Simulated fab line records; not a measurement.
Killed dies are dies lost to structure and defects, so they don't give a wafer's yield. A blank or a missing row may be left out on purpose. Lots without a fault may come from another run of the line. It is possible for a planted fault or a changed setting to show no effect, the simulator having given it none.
fab line records    flow n5Finfet
record lots=5  wafers=15  lastDay=17
route steps=1938 shown BEOL_M2@879 BEOL_M4@1111 PASSIVATION@1936
lots that met no fault: from a run of the same line without faults
startH: the number of hours between the record's first day and the start of the first shown wafer of the lot    waitH: hours from the lot's prior step to this one    " same as the row above    L1.1+2: a row that stands for several wafers    - value missing, or start not given    * or withheld: withheld    < > ~ a bound
route shown NAME@n: a module of which the file shows steps, and the number in the route of the first    usual: mean/standard deviation of fault-free wafers    same: alike in all rows    chamber/n: place in a boat    sites: readings site by site    _std_site: the values' standard deviation    _edge_site: the outer-site mean with the inner-site mean subtracted    radiusMm: for every site, how far away it sits from the centre of the wafer    mask NAME#n: copy n    behind: the tool/chamber that last shaped the wafer    hold: the reason the lot was held/the length of the hold in hours/how it ended    device: transistor that didn't switch, given as n, p or np    end of line: the tests these same wafers got at the end of their route    step lacking rows: just its recipe    killed: at the first sort, the dies lost to defects and structure; wafer yield is something else    map: dies across one wafer; x = killed, . = not, _ = none there
set.NAME: the run value of the setting; set.NAME@STEP: its run value at that earlier step    model.NAME: the simulator's own value behind a step, which no gauge read
lots seen at some steps along the route; tables by step, rows by wafer
services: from which hour (startH, from the record's first day; less than 0 if before it) a tool's chamber was out of use, for how many hours, and why
## steps
# step N5_BEOL_M2_DESCUM_33
# recipe chemistry=O2  timeS=7  sourcePowerW=50  biasPowerW=20  pressureMtorr=20  rfFrequencyHz=2.712e+07  tempC=40  resist=CAR-EUV  o2FlowSccm=225
# step N5_BEOL_M2_ETCH_77
# recipe chemistry=N2/H2  target=underlayer  targetDepthA=65  maskMaterial=CAR-EUV  timeS=5.2  ionEnergyEv=200  pressureMtorr=30  sourceW=840  biasW=150  n2FlowSccm=200  h2FlowSccm=200  ends=cleared
# step N5_BEOL_M2_ETCH_69
# recipe chemistry=CF4  target=SiARC  targetDepthA=156  maskMaterial=CAR-EUV  timeS=26  ionEnergyEv=80  pressureMtorr=40  sourceW=545  biasW=36  Ar_flow_sccm=100  cf4FlowSccm=100  ends=cleared
# step N5_BEOL_M2_ALD_98
# recipe material=SiO2  targetThkA=25  tempC=100  aldPrecursorFamily=BDEAS  aldCoReactant=O2-plasma  pulseTimeS=1  coReactantPulseTimeS=1  purgeTimeS=2  coReactantPurgeTimeS=2  aldCycles=17  pressureTorr=2
# step N5_BEOL_M2_ETCHBACK_99
# recipe chemistry=CHF3  target=SiO2  targetDepthA=50  timeS=10.4  sourceW=215  biasW=47  Ar_flow_sccm=200  CHF3_flow_sccm=12  ionEnergyEv=100  pressureMtorr=30
# step N5_BEOL_M2_ETCH_70
# recipe chemistry=N2/H2  target=SOC  targetDepthA=800  overetchA=240  maskMaterial=SiARC  tempC=40  timeS=130  ionEnergyEv=200  pressureMtorr=30  sourceW=840  biasW=150  n2FlowSccm=200  h2FlowSccm=200
# step N5_BEOL_M2_STRIP_71
# recipe chemistry=N2/H2  tempC=40  n2FlowSccm=200  h2FlowSccm=200  rfFrequencyHz=6e+07
# step N5_BEOL_M2_STRIP_78
# recipe chemistry=N2/H2  tempC=40  n2FlowSccm=200  h2FlowSccm=200  rfFrequencyHz=6e+07
# step N5_BEOL_M2_VIA_ETCH_34
# recipe chemistry=C4F6/O2  targetDepthA=694  maskMaterial=SOC  pressureMtorr=15  ionEnergyEv=250  taperDeg=4  timeS=65.9  sourceW=350  biasW=170  Ar_flow_sccm=300  C4F6_flow_sccm=10  O2_flow_sccm=10
# step N5_BEOL_M2_STRIP_83
# recipe chemistry=C4F6/O2  resist=SiARC  rfFrequencyHz=6e+07
# step N5_BEOL_M2_STRIP_36
# recipe chemistry=N2/H2  powerW=450  tempC=40  pressureMtorr=20  rfFrequencyHz=6e+07  overashFraction=0.3  biasPowerW=7  h2Frac=0.5  n2FlowSccm=200  h2FlowSccm=200
# step N5_BEOL_M2_TRENCH_ETCH_37
# recipe chemistry=C4F6/O2  targetDepthA=555.55  target=SiOC  timeS=29.2  ionEnergyEv=250  pressureMtorr=30  sourceW=355  biasW=185  Ar_flow_sccm=300  C4F6_flow_sccm=10  O2_flow_sccm=10
# step N5_BEOL_M2_ETCH_41
# recipe chemistry=CH3F/O2  target=SiCN  targetDepthA=299  taperDeg=2  timeS=52.5  ionEnergyEv=120  maskMaterial=TiN  pressureMtorr=30  sourceW=395  biasW=75  Ar_flow_sccm=150  CH3F_flow_sccm=30  O2_flow_sccm=20
# usual CH3F_flow_sccm=30.00/0.095  O2_flow_sccm=20.00/0.057  drypumpMotorCurrentA=5.7/0.5  oesProductAu=0.83/0.091  rfVppV=297.3/1.6  showerheadPlenumPTorr=2.00/0.074  throttleValvePct=16.30/0.23
lot.wafer  tool        chamber  startH  waitH  CH3F_flow_sccm  O2_flow_sccm  drypumpMotorCurrentA  oesProductAu  rfHoursCounterH  rfVppV  showerheadPlenumPTorr  throttleValvePct
L139.4     rieDiel-02  2        197.51  -      -               -             -                     -             -                -       -                      -
L139.5     "           3        "       "      -               -             -                     -             -                -       -                      -
L139.6     "           2        "       "      -               -             -                     -             -                -       -                      -
L140.1     rieDiel-01  2        210.05  -      -               -             -                     -             -                -       -                      -
L140.4     "           3        "       "      -               -             -                     -             -                -       -                      -
L140.5     "           3        "       "      -               -             -                     -             -                -       -                      -
L141.1     rieDiel-02  0        210.25  -      -               -             -                     -             -                -       -                      -
L141.2     "           1        "       "      -               -             -                     -             -                -       -                      -
L141.5     "           3        "       "      -               -             -                     -             -                -       -                      -
L150.4     rieDiel-01  2        261.79  -      29.89           19.93         6.2                   0.87          -                297.7   2.04                   16.19
L150.5     "           0        "       "      30.21           20.00         4.7                   0.69          -                298.0   1.95                   16.26
L150.6     "           1        "       "      29.89           20.05         5.0                   0.71          -                295.6   1.91                   16.84
L149.1     rieDiel-06  1        264.93  -      30.04           19.92         6.3                   0.90          43               295.4   1.95                   16.07
L149.4     "           3        "       "      29.98           20.03         5.6                   0.79          117              295.4   1.93                   16.46
L149.5     "           1        "       "      29.99           19.95         6.3                   0.90          -                296.3   1.95                   16.05
# step N5_BEOL_M2_STRIP_97
# recipe chemistry=N2/H2  timeS=10  powerW=450  tempC=40  pressureMtorr=20  rfFrequencyHz=6e+07  biasPowerW=7  n2FlowSccm=200  h2FlowSccm=200
# step N5_BEOL_M4_RC_MEAS_101
# usual DIBL_N=36.8/1.5  DIBL_P=37.1/2.1  IOFF_N=0.168/0.03  IOFF_P=0.22/0.034  ION_N=679/12  ION_P=466/8  SS_N=71.7/0.58  SS_P=73.5/0.67  VT_N=248.8/2.7  VT_P=-250/3.3
lot.wafer  tool       chamber  startH  waitH  DIBL_N[mV/V]  DIBL_P[mV/V]  IOFF_N[nA/um]  IOFF_P[nA/um]  ION_N[uA/um]  ION_P[uA/um]  SS_N[mV/dec]  SS_P[mV/dec]  VT_N[mV]  VT_P[mV]
L150.4     prober-02  0        288.60  0.5    36.9          36.6          0.165          0.21           680           469           71.8          73.4          248.8     -255
L150.5     "          0        "       "      37.2          37.0          0.182          0.23           697           481           72.4          73.6          250.4     -249
L150.6     "          0        "       "      40.1          41.3          0.252          0.31           699           473           73.1          74.5          243.5     -246
L149.1     prober-02  0        294.46  0.0    38.6          37.1          0.166          0.19           668           448           72.1          74.1          251.5     -256
L149.4     "          0        "       "      36.1          33.6          0.122          0.14           654           441           71.7          72.8          254.6     -260
L149.5     "          0        "       "      38.1          36.7          0.153          0.17           668           449           72.3          73.7          252.0     -260
# step N5_PASSIVATION_PROBE_49
# usual defectLimitedYield=91.0/1.5  killed_at_M0_to_M3=34/11  killed_at_M4_up=14/5.3  killedAtContacts=13/7  killedAtFrontEnd=41/13  killedAtOther=4/3.1  killedDies=106/17  killedOnRim=14/3.9  killedOpen=70/12  killedShort=35/8  sort_bin_5_function=5.2/0.98  sort_bin_6_memory=3.4/0.69  sort_bin_8_speed=0.00/0.007  sortNPass=1074/17  sortYieldPct=91.0/1.5
# same grossDies=1180  killedAtBackSide=0  sort_bin_4_leakage[%]=0
lot.wafer  tool       chamber  startH  waitH  defectLimitedYield[%]  killed_at_M0_to_M3  killed_at_M4_up  killedAtContacts  killedAtFrontEnd  killedAtOther  killedDies  killedOnRim  killedOpen  killedShort  sort_bin_5_function[%]  sort_bin_6_memory[%]  sort_bin_8_speed[%]  sortNPass  sortYieldPct[%]
L139.4     prober-01  -        318.06  0.2    0                      1087                5                13                71                4              1180        152          101         35           95.0                    4.5                   0                    0          0
L139.5     prober-01  -        318.11  0.2    0                      1120                9                6                 44                1              1180        152          69          34           96.1                    3.5                   0                    0          0
L139.6     prober-01  -        318.16  0.3    0                      1100                9                9                 59                3              1180        152          81          42           96.0                    3.3                   0                    0          0
L140.1     prober-02  -        339.59  0.0    0                      1095                13               15                53                4              1180        152          58          39           96.4                    3.1                   0                    0          0
L140.4     prober-02  -        339.74  0.2    0                      1089                10               10                61                10             1180        152          77          33           96.6                    3.3                   0                    0          0
L140.5     prober-02  -        339.79  0.2    0                      1105                5                15                52                3              1180        152          63          37           96.9                    2.5                   0                    0          0
L141.1     prober-02  -        356.50  0.0    0                      1090                19               9                 61                1              1180        152          82          36           95.7                    4.1                   0                    0          0
L141.2     prober-02  -        356.55  0.1    0                      1109                16               10                41                4              1180        152          66          29           97.0                    2.9                   0                    0          0
L141.5     prober-02  -        356.70  0.2    0                      1121                13               16                29                1              1180        152          65          30           97.2                    2.6                   0                    0          0
L150.4     prober-01  -        393.46  0.2    92.0                   16                  8                10                59                1              94          17           68          23           5.5                     1.9                   0                    1086       92.0
L150.5     prober-01  -        393.51  0.2    88.0                   57                  15               6                 60                4              142         22           83          57           6.8                     4.8                   0                    1038       88.0
L150.6     prober-01  -        393.56  0.3    88.0                   42                  19               8                 65                8              142         15           94          46           6.4                     5.2                   0                    1038       88.0
# killed by level:class
L139.4 BEOL_M2:areaEtch=1044 FIN_SAQP:geometricParticle:open=23 STI_FIN_REVEAL:geometricParticle:open=16 BEOL_M0_SAQP:geometricParticle:short=13 BEOL_M0_SAQP:geometricParticle:open=11 MOL_CONTACT_COAG:geometricParticle:open=11 FIN_SAQP:geometricParticle:short=7 BEOL_M2:geometricParticle:open=7
L139.5 BEOL_M2:areaEtch=1075 FIN_SAQP:geometricParticle:open=15 BEOL_M0_SAQP:geometricParticle:open=13 BEOL_M0_SAQP:geometricParticle:short=11 BEOL_M2:geometricParticle:short=8 BEOL_M2:geometricParticle:open=8 STI_FIN_REVEAL:geometricParticle:open=5 DUMMY_GATE:geometricParticle:open=4
L139.6 BEOL_M2:areaEtch=1057 STI_FIN_REVEAL:geometricParticle:open=13 BEOL_M0_SAQP:geometricParticle:open=10 BEOL_M0_SAQP:geometricParticle:short=10 FIN_SAQP:geometricParticle:short=9 FIN_SAQP:geometricParticle:open=7 DUMMY_GATE:geometricParticle:open=7 GATE_CUT:geometricParticle:open=7
L140.1 BEOL_M2:areaEtch=1080 STI_FIN_REVEAL:geometricParticle:open=22 FIN_SAQP:geometricParticle:short=12 MOL_CONTACT_COAG:geometricParticle:open=11 STI_FIN_REVEAL:geometricParticle:short=7 BEOL_M0_SAQP:geometricParticle:short=6 FIN_SAQP:geometricParticle:open=5 MOL_CONTACT_COAG:geometricParticle:short=4
L140.4 BEOL_M2:areaEtch=1070 STI_FIN_REVEAL:geometricParticle:open=22 FIN_SAQP:geometricParticle:short=11 FIN_SAQP:geometricParticle:open=8 MOL_CONTACT_COAG:geometricParticle:open=7 BEOL_M0_SAQP:geometricParticle:short=6 GATE_CUT:geometricParticle:open=5 BEOL_M4:geometricParticle:open=5
L140.5 BEOL_M2:areaEtch=1079 STI_FIN_REVEAL:geometricParticle:open=15 FIN_SAQP:geometricParticle:open=12 MOL_CONTACT_COAG:geometricParticle:open=10 FIN_SAQP:geometricParticle:short=8 BEOL_M0_SAQP:geometricParticle:open=6 MOL_CONTACT_COAG:geometricParticle:short=5 BEOL_M0_SAQP:geometricParticle:short=5
L141.1 BEOL_M2:areaEtch=1062 STI_FIN_REVEAL:geometricParticle:open=27 BEOL_M0_SAQP:geometricParticle:short=9 DUMMY_GATE:geometricParticle:open=7 MOL_CONTACT_COAG:geometricParticle:open=7 FIN_SAQP:geometricParticle:short=6 BEOL_M4:geometricParticle:open=6 BEOL_M0_SAQP:geometricParticle:open=6
L141.2 BEOL_M2:areaEtch=1084 STI_FIN_REVEAL:geometricParticle:open=13 MOL_CONTACT_COAG:geometricParticle:open=7 BEOL_M0_SAQP:geometricParticle:short=7 BEOL_M4:geometricParticle:open=6 DUMMY_GATE:geometricParticle:open=5 DUMMY_GATE:geometricParticle:short=5 BEOL_M3:geometricParticle:open=5
L141.5 BEOL_M2:areaEtch=1085 MOL_CONTACT_COAG:geometricParticle:open=14 BEOL_M0_SAQP:geometricParticle:short=9 BEOL_M0_SAQP:geometricParticle:open=9 GATE_CUT:geometricParticle:short=8 BEOL_M2:geometricParticle:open=6 BEOL_M4:geometricParticle:open=6 BEOL_M3:geometricParticle:open=5
L150.4 STI_FIN_REVEAL:geometricParticle:open=21 FIN_SAQP:geometricParticle:open=13 FIN_SAQP:geometricParticle:short=10 MOL_CONTACT_COAG:geometricParticle:open=9 STI_FIN_REVEAL:geometricParticle:short=5 BEOL_M0_SAQP:geometricParticle:open=4 DUMMY_GATE:geometricParticle:open=4 BEOL_M0_SAQP:geometricParticle:short=3
L150.5 FIN_SAQP:geometricParticle:short=13 STI_FIN_REVEAL:geometricParticle:open=13 BEOL_M3:geometricParticle:open=13 BEOL_M0_SAQP:geometricParticle:open=12 FIN_SAQP:geometricParticle:open=11 BEOL_M0_SAQP:geometricParticle:short=11 GATE_CUT:geometricParticle:open=7 BEOL_M2:geometricParticle:short=7
L150.6 STI_FIN_REVEAL:geometricParticle:open=19 BEOL_M4:geometricParticle:open=13 BEOL_M0_SAQP:geometricParticle:open=13 FIN_SAQP:geometricParticle:open=11 FIN_SAQP:geometricParticle:short=11 BEOL_M0_SAQP:geometricParticle:short=8 BEOL_M2:geometricParticle:open=8 MOL_CONTACT_COAG:geometricParticle:open=5
# map L139.4 (x killed, . not)
_________________xxxxxxxxxxxx________________
______________xxxxxxxxxxxxxxxxxx_____________
___________xxxxxxxxxxxxxxxxxxxxxxxx__________
__________xxxxxxxxxxxxxxxxxxxxxxxxxx_________
________xxxxxxxxxxxxxxxxxxxxxxxxxxxxxx_______
_______xxxxxxxxxxxxxxxxxxxxxxxxxxxxxxxx______
______xxxxxxxxxxxxxxxxxxxxxxxxxxxxxxxxxx_____
_____xxxxxxxxxxxxxxxxxxxxxxxxxxxxxxxxxxxx____
____xxxxxxxxxxxxxxxxxxxxxxxxxxxxxxxxxxxxxx___
___xxxxxxxxxxxxxxxxxxxxxxxxxxxxxxxxxxxxxxxx__
___xxxxxxxxxxxxxxxxxxxxxxxxxxxxxxxxxxxxxxxx__
__xxxxxxxxxxxxxxxxxxxxxxxxxxxxxxxxxxxxxxxxxx_
__xxxxxxxxxxxxxxxxxxxxxxxxxxxxxxxxxxxxxxxxxx_
_xxxxxxxxxxxxxxxxxxxxxxxxxxxxxxxxxxxxxxxxxxxx
_xxxxxxxxxxxxxxxxxxxxxxxxxxxxxxxxxxxxxxxxxxxx
_xxxxxxxxxxxxxxxxxxxxxxxxxxxxxxxxxxxxxxxxxxxx
_xxxxxxxxxxxxxxxxxxxxxxxxxxxxxxxxxxxxxxxxxxxx
_xxxxxxxxxxxxxxxxxxxxxxxxxxxxxxxxxxxxxxxxxxxx
_xxxxxxxxxxxxxxxxxxxxxxxxxxxxxxxxxxxxxxxxxxxx
_xxxxxxxxxxxxxxxxxxxxxxxxxxxxxxxxxxxxxxxxxxxx
_xxxxxxxxxxxxxxxxxxxxxxxxxxxxxxxxxxxxxxxxxxxx
__xxxxxxxxxxxxxxxxxxxxxxxxxxxxxxxxxxxxxxxxxx_
__xxxxxxxxxxxxxxxxxxxxxxxxxxxxxxxxxxxxxxxxxx_
___xxxxxxxxxxxxxxxxxxxxxxxxxxxxxxxxxxxxxxxx__
___xxxxxxxxxxxxxxxxxxxxxxxxxxxxxxxxxxxxxxxx__
____xxxxxxxxxxxxxxxxxxxxxxxxxxxxxxxxxxxxxx___
_____xxxxxxxxxxxxxxxxxxxxxxxxxxxxxxxxxxxx____
______xxxxxxxxxxxxxxxxxxxxxxxxxxxxxxxxxx_____
_______xxxxxxxxxxxxxxxxxxxxxxxxxxxxxxxx______
________xxxxxxxxxxxxxxxxxxxxxxxxxxxxxx_______
__________xxxxxxxxxxxxxxxxxxxxxxxxxx_________
___________xxxxxxxxxxxxxxxxxxxxxxxx__________
______________xxxxxxxxxxxxxxxxxx_____________
_________________xxxxxxxxxxxx________________
# map L140.1 (x killed, . not)
_________________xxxxxxxxxxxx________________
______________xxxxxxxxxxxxxxxxxx_____________
___________xxxxxxxxxxxxxxxxxxxxxxxx__________
__________xxxxxxxxxxxxxxxxxxxxxxxxxx_________
________xxxxxxxxxxxxxxxxxxxxxxxxxxxxxx_______
_______xxxxxxxxxxxxxxxxxxxxxxxxxxxxxxxx______
______xxxxxxxxxxxxxxxxxxxxxxxxxxxxxxxxxx_____
_____xxxxxxxxxxxxxxxxxxxxxxxxxxxxxxxxxxxx____
____xxxxxxxxxxxxxxxxxxxxxxxxxxxxxxxxxxxxxx___
___xxxxxxxxxxxxxxxxxxxxxxxxxxxxxxxxxxxxxxxx__
___xxxxxxxxxxxxxxxxxxxxxxxxxxxxxxxxxxxxxxxx__
__xxxxxxxxxxxxxxxxxxxxxxxxxxxxxxxxxxxxxxxxxx_
__xxxxxxxxxxxxxxxxxxxxxxxxxxxxxxxxxxxxxxxxxx_
_xxxxxxxxxxxxxxxxxxxxxxxxxxxxxxxxxxxxxxxxxxxx
_xxxxxxxxxxxxxxxxxxxxxxxxxxxxxxxxxxxxxxxxxxxx
_xxxxxxxxxxxxxxxxxxxxxxxxxxxxxxxxxxxxxxxxxxxx
_xxxxxxxxxxxxxxxxxxxxxxxxxxxxxxxxxxxxxxxxxxxx
_xxxxxxxxxxxxxxxxxxxxxxxxxxxxxxxxxxxxxxxxxxxx
_xxxxxxxxxxxxxxxxxxxxxxxxxxxxxxxxxxxxxxxxxxxx
_xxxxxxxxxxxxxxxxxxxxxxxxxxxxxxxxxxxxxxxxxxxx
_xxxxxxxxxxxxxxxxxxxxxxxxxxxxxxxxxxxxxxxxxxxx
__xxxxxxxxxxxxxxxxxxxxxxxxxxxxxxxxxxxxxxxxxx_
__xxxxxxxxxxxxxxxxxxxxxxxxxxxxxxxxxxxxxxxxxx_
___xxxxxxxxxxxxxxxxxxxxxxxxxxxxxxxxxxxxxxxx__
___xxxxxxxxxxxxxxxxxxxxxxxxxxxxxxxxxxxxxxxx__
____xxxxxxxxxxxxxxxxxxxxxxxxxxxxxxxxxxxxxx___
_____xxxxxxxxxxxxxxxxxxxxxxxxxxxxxxxxxxxx____
______xxxxxxxxxxxxxxxxxxxxxxxxxxxxxxxxxx_____
_______xxxxxxxxxxxxxxxxxxxxxxxxxxxxxxxx______
________xxxxxxxxxxxxxxxxxxxxxxxxxxxxxx_______
__________xxxxxxxxxxxxxxxxxxxxxxxxxx_________
___________xxxxxxxxxxxxxxxxxxxxxxxx__________
______________xxxxxxxxxxxxxxxxxx_____________
_________________xxxxxxxxxxxx________________
## services
tool        chamber  startH  hours  kind
rieDiel-06  -        215.62  15.6   pm
rieDiel-02  2        235.45  2.4    repair
rieDiel-01  3        246.14  18.9   repair
## key
firstSign step=N5_BEOL_M2_ETCH_41  reading=toolRecord  direction=missing
effect step=N5_PASSIVATION_PROBE_49  reading=killed_at_M0_to_M3  direction=up  sigmas=94  usual=34  struck=1102
moreKillsBornAt N5_BEOL_M2_ETCH_41@rieDiel-02=6407  N5_BEOL_M2_ETCH_41@rieDiel-01=3229
metAt N5_BEOL_M2_ETCH_41
struckWafers L139.4,L139.5,L139.6,L140.1,L140.4,L140.5,L141.1,L141.2,L141.5
laterRowsLeftOut L139.4,L139.5,L139.6,L140.1,L140.4,L140.5,L141.1,L141.2,L141.5
fault kind=skippedStepWhole  tool=rieDiel-01,rieDiel-02  chamber=-  onsetH=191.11  steps=N5_BEOL_M2_ETCH_41  scope=struckLotsOnly
# laterRowsLeftOut: the simulator's readings of these wafers behind a module that went badly wrong aren't trusted and aren't shown, but for the sort
